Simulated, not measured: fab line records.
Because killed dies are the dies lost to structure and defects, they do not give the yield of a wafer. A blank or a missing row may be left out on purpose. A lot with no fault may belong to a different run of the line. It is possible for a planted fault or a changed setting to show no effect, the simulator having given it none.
fab line records	flow n5Finfet
record lots=7	wafers=21
route steps=1938 shown GATE_CUT@484 MOL_CONTACT_COAG@520
startH: the number of hours between the record's first day and the start of the first shown wafer of the lot	waitH: time in hours since the lot's previous step	" same as the row above	L1.1+2: several wafers, shown together as one row	- no value present, or no start provided	* or withheld: withheld	< > ~ a bound
route shown NAME@n: NAME is a module with steps in the file, n the number in the route of the first one	usual: average and standard deviation across the fault-free wafers	same: alike in all rows	chamber/n: place in a boat	sites: per-site readings	_std_site: standard deviation across them	_edge_site: the outer-site mean with the inner-site mean subtracted	radiusMm: how far each site lies from the wafer's centre	mask NAME#n: copy n	behind: the last tool/chamber to shape the wafer	hold: why the lot went on hold/how many hours it stayed there/how the hold came to an end	device: the transistor (n, p or np) that didn't switch	end of line: the route-end tests of the same wafers	for a step that has no rows: nothing shown but its recipe	killed: at the first sort, the dies lost to defects and structure; wafer yield is something else	map: dies across one wafer; x = killed, . = not, _ = none there
set.NAME: the setting as run; set.NAME@STEP: as run at that earlier step	model.NAME: the simulator's own value behind a step, which no gauge read
lots whose settings were changed on purpose; a table a step, a row a wafer
## steps
# step N5_GATE_CUT_EXPOSE_10
# recipe maskId=GATE_CUT	na=0.33	sourceShape=annular	sigmaInner=0.35	sigmaOuter=0.8	polarization=unpolarized	targetCdNm=20	doseMj=43.25
lot.wafer	tool	chamber	startH	waitH	mask	set.doseMj
L076.2+5+6	euvScanner-02	0	93.02	-	GATE_CUT#0	43.25
L077.1	euvScanner-01	0	102.32	-	GATE_CUT#0	46.09
L077.2+4	"	0	"	"	GATE_CUT#0	43.25
L082.1+4+5	euvScanner-02	0	139.67	-	GATE_CUT#0	43.25
L083.2+5	euvScanner-02	0	146.64	-	GATE_CUT#0	43.25
L083.3	"	0	"	"	GATE_CUT#0	44.23
L090.1+5	euvScanner-02	0	190.24	-	GATE_CUT#0	41.35
L090.2	"	0	"	"	GATE_CUT#0	43.25
L094.3	euvScanner-01	0	206.04	-	GATE_CUT#0	44.87
L094.4+6	"	0	"	"	GATE_CUT#0	43.25
L096.1+5	euvScanner-02	0	217.36	-	GATE_CUT#0	43.25
L096.2	"	0	"	"	GATE_CUT#0	44.39
# step N5_GATE_CUT_PEB_11
# recipe pebTempC=100	pebTimeS=60	resist=CAR-EUV
# step N5_GATE_CUT_DEVELOP_12
# recipe developTimeS=30	developer=TMAH	resist=CAR-EUV	rinseLiquid=surfactantRinse	dry=airSpin	devTempC=23
# step N5_GATE_CUT_CD_MEAS_13
# recipe targetCdNm=20	landingEnergyEv=500	detector=seInlens
# usual cdNm=19.8/0.32
lot.wafer	tool	chamber	startH	waitH	set.doseMj@GATE_CUT_EXPOSE_10	cdNm
L076.2	cdSem-03	0	93.14	-	43.25	19.9
L076.5	"	0	"	"	43.25	19.6
L076.6	"	0	"	"	43.25	19.4
L077.1	cdSem-01	0	102.45	-	46.09	22.0
L077.2	"	0	"	"	43.25	19.9
L077.4	"	0	"	"	43.25	20.0
L082.1	cdSem-03	0	139.81	-	43.25	20.0
L082.4	"	0	"	"	43.25	19.9
L082.5	"	0	"	"	43.25	20.1
L083.2	cdSem-03	0	146.76	-	43.25	20.1
L083.3	"	0	"	"	44.23	20.6
L083.5	"	0	"	"	43.25	19.7
L090.1	cdSem-01	0	190.38	-	41.35	18.7
L090.2	"	0	"	"	43.25	19.6
L090.5	"	0	"	"	41.35	18.4
L094.3	cdSem-03	0	206.16	-	44.87	20.4
L094.4	"	0	"	"	43.25	20.2
L094.6	"	0	"	"	43.25	19.6
L096.1	cdSem-03	0	217.50	-	43.25	20.1
L096.2	"	0	"	"	44.39	20.6
L096.5	"	0	"	"	43.25	19.9
# step N5_GATE_CUT_DESCUM_18
# recipe chemistry=O2	timeS=7	sourcePowerW=50	biasPowerW=20	pressureMtorr=20	rfFrequencyHz=2.712e+07	tempC=40	resist=CAR-EUV	o2FlowSccm=225
lot.wafer	tool	chamber	startH	waitH	set.doseMj@GATE_CUT_EXPOSE_10	model.GATE_CUT.cdNm
L076.2+6	rieDiel-01	1,2	93.26	0.0	43.25	19.8
L076.5	"	3	"	"	43.25	19.6
L077.1	rieDiel-01	1	102.58	0.0	46.09	21.6
L077.2	"	0	"	"	43.25	19.8
L077.4	"	3	"	"	43.25	20
L082.1+4	rieDiel-01	0,2	139.93	0.0	43.25	19.8
L082.5	"	3	"	"	43.25	20
L083.2	rieDiel-03	0	147.03	0.2	43.25	19.8
L083.3	"	2	"	"	44.23	20.6
L083.5	"	2	"	"	43.25	20
L090.1+5	rieDiel-02	1,2	190.50	0.0	41.35	18.6
L090.2	"	0	"	"	43.25	19.6
L094.3	rieDiel-02	2	206.28	0.0	44.87	20.4
L094.4	"	0	"	"	43.25	19.6
L094.6	"	3	"	"	43.25	19.8
L096.1+5	rieDiel-03	2	217.62	0.0	43.25	20
L096.2	"	1	"	"	44.39	20.4
# step N5_GATE_CUT_ETCH_28
# recipe chemistry=N2/H2	target=underlayer	targetDepthA=130	maskMaterial=CAR-EUV	timeS=10.4	ionEnergyEv=200	pressureMtorr=30	sourceW=840	biasW=150	n2FlowSccm=200	h2FlowSccm=200	ends=cleared
lot.wafer	tool	chamber	startH	waitH	set.spinRpm@GATE_CUT_COAT_27	model.etch.depthNm
L076.2+6	rieDiel-01	1,2	93.30	0.0	1500	10.03
L076.5	"	3	"	"	1500	10.04
L077.1	rieDiel-01	1	102.61	0.0	1500	10.01
L077.2	"	0	"	"	1500	10.05
L077.4	"	3	"	"	1402	10.38
L082.1	rieDiel-01	0	139.96	0.0	1500	10.02
L082.4	"	2	"	"	1500	9.993
L082.5	"	3	"	"	1568	9.79
L083.2	rieDiel-03	0	147.06	0.0	1390	10.37
L083.3	"	2	"	"	1500	9.936
L083.5	"	2	"	"	1500	9.959
L090.1	rieDiel-02	1	190.54	0.0	1500	10.08
L090.2	"	0	"	"	1608	9.726
L090.5	"	2	"	"	1608	9.741
L094.3	rieDiel-02	2	206.31	0.0	1500	9.998
L094.4+6	"	0,3	"	"	1500	9.971
L096.1	rieDiel-03	2	217.65	0.0	1500	10.01
L096.2	"	1	"	"	1500	10.04
L096.5	"	2	"	"	1500	10.03
# step N5_GATE_CUT_ETCH_36
# recipe chemistry=CF4	target=SiARC	targetDepthA=130	maskMaterial=CAR-EUV	timeS=21.7	ionEnergyEv=80	pressureMtorr=40	sourceW=545	biasW=36	Ar_flow_sccm=100	cf4FlowSccm=100	ends=cleared
lot.wafer	tool	chamber	startH	waitH	set.spinRpm@GATE_CUT_COAT_27	set.doseMj@GATE_CUT_EXPOSE_10	model.GATE_CUT.cdNm	model.CAR-EUV_of_GATE_CUT_COAT_07.thkNm
L076.2	rieDiel-01	1	93.32	0.0	1500	43.25	19.6	7.2
L076.5	"	3	"	"	1500	43.25	19.6	6.8
L076.6	"	2	"	"	1500	43.25	19.8	7
L077.1	rieDiel-01	1	102.63	0.0	1500	46.09	21.6	7.2
L077.2	"	0	"	"	1500	43.25	20	7
L077.4	"	3	"	"	1402	43.25	20	6.4
L082.1	rieDiel-01	0	139.98	0.0	1500	43.25	19.8	7.2
L082.4	"	2	"	"	1500	43.25	19.8	7
L082.5	"	3	"	"	1568	43.25	20	7.2
L083.2	rieDiel-03	0	147.08	0.0	1390	43.25	19.6	6.4
L083.3	"	2	"	"	1500	44.23	20.4	7
L083.5	"	2	"	"	1500	43.25	19.8	7
L090.1	rieDiel-02	1	190.56	0.0	1500	41.35	18.6	6.8
L090.2	"	0	"	"	1608	43.25	19.6	7.2
L090.5	"	2	"	"	1608	41.35	18.6	7.2
L094.3	rieDiel-02	2	206.33	0.0	1500	44.87	20.6	7
L094.4	"	0	"	"	1500	43.25	19.8	7
L094.6	"	3	"	"	1500	43.25	20	7
L096.1	rieDiel-03	2	217.67	0.0	1500	43.25	19.8	7
L096.2	"	1	"	"	1500	44.39	20.6	7
L096.5	"	2	"	"	1500	43.25	20	7
# step N5_GATE_CUT_ETCH_37
# recipe chemistry=N2/H2	target=SOC	targetDepthA=600	overetchA=120	maskMaterial=SiARC	tempC=40	timeS=90	ionEnergyEv=200	pressureMtorr=30	sourceW=840	biasW=150	n2FlowSccm=200	h2FlowSccm=200
lot.wafer	tool	chamber	startH	waitH	set.doseMj@GATE_CUT_EXPOSE_10	model.GATE_CUT.cdNm
L076.2+6	rieDiel-01	1,2	93.34	0.0	43.25	19.8
L076.5	"	3	"	"	43.25	19.4
L077.1	rieDiel-01	1	102.66	0.0	46.09	21.8
L077.2	"	0	"	"	43.25	19.6
L077.4	"	3	"	"	43.25	20
L082.1	rieDiel-01	0	140.01	0.0	43.25	19.8
L082.4	"	2	"	"	43.25	20
L082.5	"	3	"	"	43.25	19.6
L083.2	rieDiel-03	0	147.11	0.0	43.25	19.6
L083.3	"	2	"	"	44.23	20.4
L083.5	"	2	"	"	43.25	20
L090.1+5	rieDiel-02	1,2	190.58	0.0	41.35	18.8
L090.2	"	0	"	"	43.25	19.4
L094.3	rieDiel-02	2	206.36	0.0	44.87	20.8
L094.4	"	0	"	"	43.25	19.4
L094.6	"	3	"	"	43.25	19.8
L096.1+5	rieDiel-03	2	217.70	0.0	43.25	19.8
L096.2	"	1	"	"	44.39	20.4
# step N5_GATE_CUT_STRIP_38
# recipe chemistry=N2/H2	tempC=40	n2FlowSccm=200	h2FlowSccm=200	rfFrequencyHz=6e+07
# step N5_GATE_CUT_STRIP_39
# recipe chemistry=N2/H2	tempC=40	n2FlowSccm=200	h2FlowSccm=200	rfFrequencyHz=6e+07
# step N5_GATE_CUT_HM_OPEN_40
# recipe chemistry=C4F6/O2	target=SiO2	maskMaterial=SiARC	targetDepthA=1390	timeS=85.1	ionEnergyEv=250	pressureMtorr=30	sourceW=345	biasW=185	Ar_flow_sccm=300	C4F6_flow_sccm=10	O2_flow_sccm=10	ends=cleared
lot.wafer	tool	chamber	startH	waitH	set.doseMj@GATE_CUT_EXPOSE_10	model.GATE_CUT.cdNm
L076.2	rieDiel-01	1	93.43	0.0	43.25	19.8
L076.5	"	3	"	"	43.25	19.4
L076.6	"	2	"	"	43.25	20
L077.1	rieDiel-01	1	102.74	0.0	46.09	21.8
L077.2	"	0	"	"	43.25	19.6
L077.4	"	3	"	"	43.25	20
L082.1	rieDiel-01	0	140.09	0.0	43.25	19.6
L082.4	"	2	"	"	43.25	20.4
L082.5	"	3	"	"	43.25	19.8
L083.2	rieDiel-03	0	147.19	0.0	43.25	19.8
L083.3	"	2	"	"	44.23	20.6
L083.5	"	2	"	"	43.25	20
L090.1	rieDiel-02	1	190.67	0.0	41.35	18.8
L090.2	"	0	"	"	43.25	19.6
L090.5	"	2	"	"	41.35	19
L094.3	rieDiel-02	2	206.44	0.0	44.87	20.8
L094.4	"	0	"	"	43.25	19.6
L094.6	"	3	"	"	43.25	19.8
L096.1+5	rieDiel-03	2	217.78	0.0	43.25	20
L096.2	"	1	"	"	44.39	20.6
# step N5_GATE_CUT_STRIP_41
# recipe chemistry=CF4	resist=SiARC	powerW=300	biasPowerW=75	pressureMtorr=50	cf4FlowSccm=150	rfFrequencyHz=6e+07
# step N5_GATE_CUT_STRIP_42
# recipe chemistry=O2	powerW=400	tempC=40	pressureMtorr=30	rfFrequencyHz=6e+07	biasPowerW=0	overashFraction=0.3	o2FlowSccm=225
# step N5_GATE_CUT_ETCH_19
# recipe chemistry=CH3F/O2	target=SiNx	maskMaterial=SiO2	targetDepthA=537	timeS=76.7	pressureMtorr=30	sourceW=395	biasW=73	Ar_flow_sccm=150	CH3F_flow_sccm=30	O2_flow_sccm=20	ionEnergyEv=120	ends=cleared
lot.wafer	tool	chamber	startH	waitH	set.doseMj@GATE_CUT_EXPOSE_10	model.GATE_CUT.cdNm
L076.2	rieDiel-01	1	93.55	0.0	43.25	19.6
L076.5	"	3	"	"	43.25	19.2
L076.6	"	2	"	"	43.25	20
L077.1	rieDiel-01	1	102.86	0.0	46.09	21.6
L077.2	"	0	"	"	43.25	19.4
L077.4	"	3	"	"	43.25	20
L082.1	rieDiel-01	0	140.21	0.0	43.25	19.6
L082.4	"	2	"	"	43.25	20.4
L082.5	"	3	"	"	43.25	19.8
L083.2	rieDiel-03	0	147.31	0.0	43.25	19.8
L083.3	"	2	"	"	44.23	20.6
L083.5	"	2	"	"	43.25	20.2
L090.1+5	rieDiel-02	1,2	190.79	0.0	41.35	18.8
L090.2	"	0	"	"	43.25	19.6
L094.3	rieDiel-02	2	206.56	0.0	44.87	20.8
L094.4	"	0	"	"	43.25	19.6
L094.6	"	3	"	"	43.25	19.8
L096.1+5	rieDiel-03	2	217.91	0.0	43.25	20.2
L096.2	"	1	"	"	44.39	20.6
# step N5_GATE_CUT_ALD_22
# recipe material=SiNx	targetThkA=160	tempC=400	aldPrecursorFamily=SiH2I2	aldCoReactant=N2/H2-plasma	pulseTimeS=1	aldCycles=320	purgeTimeS=2	coReactantPurgeTimeS=2	pressureTorr=2
lot.wafer	tool	chamber	startH	waitH	set.aldCycles	model.SiNx_of_GATE_CUT_ALD_22.thkNm
L076.2+5+6	aldSin-03	1,1,0	94.10	0.0	320	16
L077.1+2	aldSin-04	0,3	103.42	0.0	320	16
L077.4	"	2	"	"	320	16.2
L082.1	aldSin-04	0	140.77	0.0	289	14.4
L082.4	"	2	"	"	320	16
L082.5	"	0	"	"	320	16.2
L083.2	aldSin-04	1	148.26	0.4	320	15.8
L083.3	"	2	"	"	293	14.6
L083.5	"	0	"	"	320	16
L090.1	aldSin-01	0	192.72	1.4	359	17.8
L090.2+5	"	3,1	"	"	320	16
L094.3+4	aldSin-04	2,1	207.11	0.0	320	16
L094.6	"	3	"	"	370	18.4
L096.1+2+5	aldSin-04	3,0,2	218.46	0.0	320	16
# step N5_MOL_CONTACT_COAG_COAT_02
# recipe resist=CAR-EUV	spinRpm=1500	resistThkNm=30
lot.wafer	tool	chamber	startH	waitH	set.spinRpm	model.CAR-EUV_of_MOL_CONTACT_COAG_COAT_02.thkNm
L076.2+6	lithoTrack-04	0	-	-	1500	29.8
L076.5	"	0	"	"	1500	30
L077.1	lithoTrack-05	0	-	-	1565	29.2
L077.2	"	0	"	"	1500	30.2
L077.4	"	0	"	"	1565	29.4
L082.1+5	lithoTrack-01	0	-	-	1500	30
L082.4	"	0	"	"	1363	31.4
L083.2+3+5	lithoTrack-05	0	-	-	1426	30.8
L090.1+2	lithoTrack-04	0	-	-	1411	31
L090.5	"	0	"	"	1500	30
L094.3+6	lithoTrack-05	0	-	-	1500	30
L094.4	"	0	"	"	1500	30.2
L096.1+5	lithoTrack-05	0	-	-	1500	30
L096.2	"	0	"	"	1568	29.4
# step N5_MOL_CONTACT_COAG_EBR_04
# recipe solvent=PGMEA	ebrWidthMm=1.5
# step N5_MOL_CONTACT_COAG_SOFTBAKE_03
# recipe tempC=110	timeS=60	resist=CAR-EUV
# step N5_MOL_CONTACT_COAG_DESCUM_13
# recipe chemistry=O2	timeS=7	sourcePowerW=50	biasPowerW=20	pressureMtorr=20	rfFrequencyHz=2.712e+07	tempC=40	resist=CAR-EUV	o2FlowSccm=225
lot.wafer	tool	chamber	startH	waitH	set.spinRpm@MOL_CONTACT_COAG_COAT_02	model.CAR-EUV_of_MOL_CONTACT_COAG_COAT_02.thkNm
L076.2+5+6	rieDiel-06	0,3,2	97.06	0.0	1500	26
L077.1	rieDiel-04	2	107.08	0.6	1565	25.2
L077.2	"	0	"	"	1500	26.2
L077.4	"	1	"	"	1565	25.4
L082.1+5	rieDiel-06	1	143.91	0.0	1500	26
L082.4	"	3	"	"	1363	27.6
L083.2+3	rieDiel-05	3,2	151.21	0.0	1426	26.8
L083.5	"	1	"	"	1426	27
L090.1+2	rieDiel-05	3,1	195.66	0.0	1411	27
L090.5	"	3	"	"	1500	26
L094.3+6	rieDiel-05	3,2	210.06	0.0	1500	26
L094.4	"	0	"	"	1500	26.2
L096.1	rieDiel-04	0	221.52	0.1	1500	26.2
L096.2	"	1	"	"	1568	25.4
L096.5	"	0	"	"	1500	26
# step N5_MOL_CONTACT_COAG_COAT_76
# recipe resist=SiARC	tempC=220	timeS=60	spinRpm=1500	resistThkNm=10
lot.wafer	tool	chamber	startH	waitH	set.spinRpm	model.SiARC_of_MOL_CONTACT_COAG_COAT_76.thkNm
L076.2+5+6	lithoTrack-04	0	-	-	1500	10
L077.1	lithoTrack-04	0	-	-	1500	10
L077.2+4	"	0	"	"	1436	10.2
L082.1+4	lithoTrack-05	0	-	-	1402	10.4
L082.5	"	0	"	"	1500	10
L083.2	lithoTrack-04	0	-	-	1373	10.4
L083.3+5	"	0	"	"	1500	10
L090.1+2	lithoTrack-04	0	-	-	1615	9.6
L090.5	"	0	"	"	1500	10
L094.3+4	lithoTrack-05	0	-	-	1436	10.2
L094.6	"	0	"	"	1500	10
L096.1+2+5	lithoTrack-01	0	-	-	1500	10
# step N5_MOL_CONTACT_COAG_EXPOSE_81
# recipe maskId=VG	na=0.33	sourceShape=annular	sigmaInner=0.3	sigmaOuter=0.7	polarization=unpolarized	defocusNm=0	doseMj=59.5
lot.wafer	tool	chamber	startH	waitH	mask	set.doseMj
L076.2+5+6	euvScanner-01	0	105.47	-	VG#0	59.5
L077.1+2+4	euvScanner-02	0	115.92	-	VG#0	62.45
L082.1+5	euvScanner-02	0	154.78	-	VG#0	61.6
L082.4	"	0	"	"	VG#0	59.5
L083.2+5	euvScanner-02	0	161.26	-	VG#0	59.5
L083.3	"	0	"	"	VG#0	61.38
L090.1	euvScanner-02	0	204.46	-	VG#0	59.5
L090.2+5	"	0	"	"	VG#0	63.71
L094.3	euvScanner-02	0	220.52	-	VG#0	59.5
L094.4+6	"	0	"	"	VG#0	61.32
L096.1+5	euvScanner-01	0	232.16	-	VG#0	61.28
L096.2	"	0	"	"	VG#0	59.5
# step N5_MOL_CONTACT_COAG_PEB_82
# recipe pebTempC=100	pebTimeS=60	resist=CAR-EUV
# step N5_MOL_CONTACT_COAG_DEVELOP_83
# recipe developTimeS=30	developer=TMAH	resist=CAR-EUV	rinseLiquid=surfactantRinse	dry=airSpin	devTempC=23
# step N5_MOL_CONTACT_COAG_CD_MEAS_84
# recipe targetCdNm=25.1	landingEnergyEv=500	detector=seInlens	polarity=opening
# usual cdNm=25.08/0.26
lot.wafer	tool	chamber	startH	waitH	set.doseMj@MOL_CONTACT_COAG_EXPOSE_81	cdNm
L076.2	cdSem-03	0	105.60	-	59.5	24.95
L076.5	"	0	"	"	59.5	25.42
L076.6	"	0	"	"	59.5	25.24
L077.1	cdSem-02	0	116.06	-	62.45	26.27
L077.2	"	0	"	"	62.45	26.22
L077.4	"	0	"	"	62.45	26.12
L082.1	cdSem-03	0	154.92	-	61.6	25.82
L082.4	"	0	"	"	59.5	24.68
L082.5	"	0	"	"	61.6	25.60
L083.2	cdSem-02	0	161.40	-	59.5	25.12
L083.3	"	0	"	"	61.38	26.48
L083.5	"	0	"	"	59.5	25.24
L090.1	cdSem-02	0	204.60	-	59.5	24.76
L090.2	"	0	"	"	63.71	26.68
L090.5	"	0	"	"	63.71	26.11
L094.3	cdSem-01	0	220.65	-	59.5	25.15
L094.4	"	0	"	"	61.32	25.77
L094.6	"	0	"	"	61.32	25.61
L096.1	cdSem-02	0	232.31	-	61.28	25.22
L096.2	"	0	"	"	59.5	25.01
L096.5	"	0	"	"	61.28	25.65
# step N5_MOL_CONTACT_COAG_DESCUM_88
# recipe chemistry=O2	timeS=7	sourcePowerW=50	biasPowerW=20	pressureMtorr=20	rfFrequencyHz=2.712e+07	tempC=40	resist=CAR-EUV	o2FlowSccm=225
# step N5_MOL_CONTACT_COAG_ETCH_89
# recipe chemistry=N2/H2	target=underlayer	targetDepthA=130	maskMaterial=CAR-EUV	timeS=10.4	ionEnergyEv=200	pressureMtorr=30	sourceW=840	biasW=150	n2FlowSccm=200	h2FlowSccm=200	ends=cleared
# step N5_MOL_CONTACT_COAG_ETCH_90
# recipe chemistry=CF4	target=SiARC	targetDepthA=130	maskMaterial=CAR-EUV	timeS=21.7	ionEnergyEv=80	pressureMtorr=40	sourceW=545	biasW=36	Ar_flow_sccm=100	cf4FlowSccm=100	ends=cleared
lot.wafer	tool	chamber	startH	waitH	set.spinRpm@MOL_CONTACT_COAG_COAT_76	model.etch.depthNm
L076.2	rieDiel-06	3	105.78	0.0	1500	9.996
L076.5	"	0	"	"	1500	9.965
L076.6	"	1	"	"	1500	10.01
L077.1	rieDiel-04	2	116.24	0.0	1500	9.984
L077.2	"	0	"	"	1436	10.23
L077.4	"	3	"	"	1436	10.18
L082.1	rieDiel-05	0	155.24	0.0	1402	10.37
L082.4	"	3	"	"	1402	10.34
L082.5	"	0	"	"	1500	10.02
L083.2	rieDiel-06	3	161.57	0.0	1373	10.42
L083.3	"	1	"	"	1500	9.993
L083.5	"	3	"	"	1500	9.964
L090.1	rieDiel-04	3	205.16	0.0	1615	9.642
L090.2	"	2	"	"	1615	9.643
L090.5	"	2	"	"	1500	9.982
L094.3	rieDiel-04	2	221.21	0.0	1436	10.16
L094.4	"	3	"	"	1436	10.23
L094.6	"	0	"	"	1500	9.992
L096.1	rieDiel-04	1	232.48	0.0	1500	9.962
L096.2	"	3	"	"	1500	9.977
L096.5	"	2	"	"	1500	9.948
# step N5_MOL_CONTACT_COAG_CVD_140
# recipe material=W	targetThkA=665	mode=selectiveFill	tempC=300	timeS=215
lot.wafer	tool	chamber	startH	waitH	set.targetThkA	model.W_of_MOL_CONTACT_COAG_CVD_140.thkNm
L076.2	cvdW-01	0	108.72	0.1	665	66.6
L076.5	"	1	"	"	665	66.2
L076.6	"	0	"	"	665	66.8
L077.1	cvdW-02	0	118.42	0.1	744	75.6
L077.2	"	1	"	"	665	66.6
L077.4	"	1	"	"	665	66.8
L082.1	cvdW-01	0	157.39	0.1	598.4	58.6
L082.4+5	"	0	"	"	665	65.4
L083.2	cvdW-02	0	163.86	0.1	736.6	75.4
L083.3	"	0	"	"	736.6	74.4
L083.5	"	0	"	"	665	68
L090.1	cvdW-02	1	208.08	0.1	665	66.4
L090.2+5	"	0,1	"	"	622.6	62
L094.3	cvdW-01	1	223.56	0.1	665	66.4
L094.4	"	0	"	"	665	68
L094.6	"	1	"	"	665	65.4
L096.1	cvdW-02	0	234.85	0.1	665	67.8
L096.2	"	1	"	"	665	67.4
L096.5	"	0	"	"	665	68
## key
split step=N5_GATE_CUT_EXPOSE_10	setting=doseMj	stated=43.25	by=wafer
response step=N5_GATE_CUT_CD_MEAS_13	reading=cdNm	change=+0.257	per=1%	r=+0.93
response step=N5_GATE_CUT_DESCUM_18	reading=model.GATE_CUT.cdNm	change=+0.235	per=1%	r=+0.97
response step=N5_GATE_CUT_ETCH_36	reading=model.GATE_CUT.cdNm	change=+0.237	per=1%	r=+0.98
response step=N5_GATE_CUT_ETCH_37	reading=model.GATE_CUT.cdNm	change=+0.262	per=1%	r=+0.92
response step=N5_GATE_CUT_HM_OPEN_40	reading=model.GATE_CUT.cdNm	change=+0.265	per=1%	r=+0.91
response step=N5_GATE_CUT_ETCH_19	reading=model.GATE_CUT.cdNm	change=+0.254	per=1%	r=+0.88
split step=N5_GATE_CUT_ALD_22	setting=aldCycles	stated=320	by=wafer
response step=N5_GATE_CUT_ALD_22	reading=model.SiNx_of_GATE_CUT_ALD_22.thkNm	change=+0.156	per=1%	r=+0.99
split step=N5_MOL_CONTACT_COAG_COAT_02	setting=spinRpm	stated=1500	by=wafer
response step=N5_MOL_CONTACT_COAG_COAT_02	reading=model.CAR-EUV_of_MOL_CONTACT_COAG_COAT_02.thkNm	change=-0.16	per=1%	r=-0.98
response step=N5_MOL_CONTACT_COAG_DESCUM_13	reading=model.CAR-EUV_of_MOL_CONTACT_COAG_COAT_02.thkNm	change=-0.175	per=1%	r=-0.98
split step=N5_MOL_CONTACT_COAG_COAT_76	setting=spinRpm	stated=1500	by=wafer
response step=N5_MOL_CONTACT_COAG_COAT_76	reading=model.SiARC_of_MOL_CONTACT_COAG_COAT_76.thkNm	change=-0.0514	per=1%	r=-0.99
response step=N5_MOL_CONTACT_COAG_ETCH_90	reading=model.etch.depthNm	change=-0.0494	per=1%	r=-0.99
split step=N5_MOL_CONTACT_COAG_EXPOSE_81	setting=doseMj	stated=59.5	by=wafer
response step=N5_MOL_CONTACT_COAG_CD_MEAS_84	reading=cdNm	change=+0.244	per=1%	r=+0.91
split step=N5_MOL_CONTACT_COAG_CVD_140	setting=targetThkA	stated=665	by=wafer
response step=N5_MOL_CONTACT_COAG_CVD_140	reading=model.W_of_MOL_CONTACT_COAG_CVD_140.thkNm	change=+0.694	per=1%	r=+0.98
split outsideThisFile step=N5_GATE_CUT_COAT_27 setting=spinRpm
# split outsideThisFile: this setting was split too, and the file shows its column; the key of that split is in another file
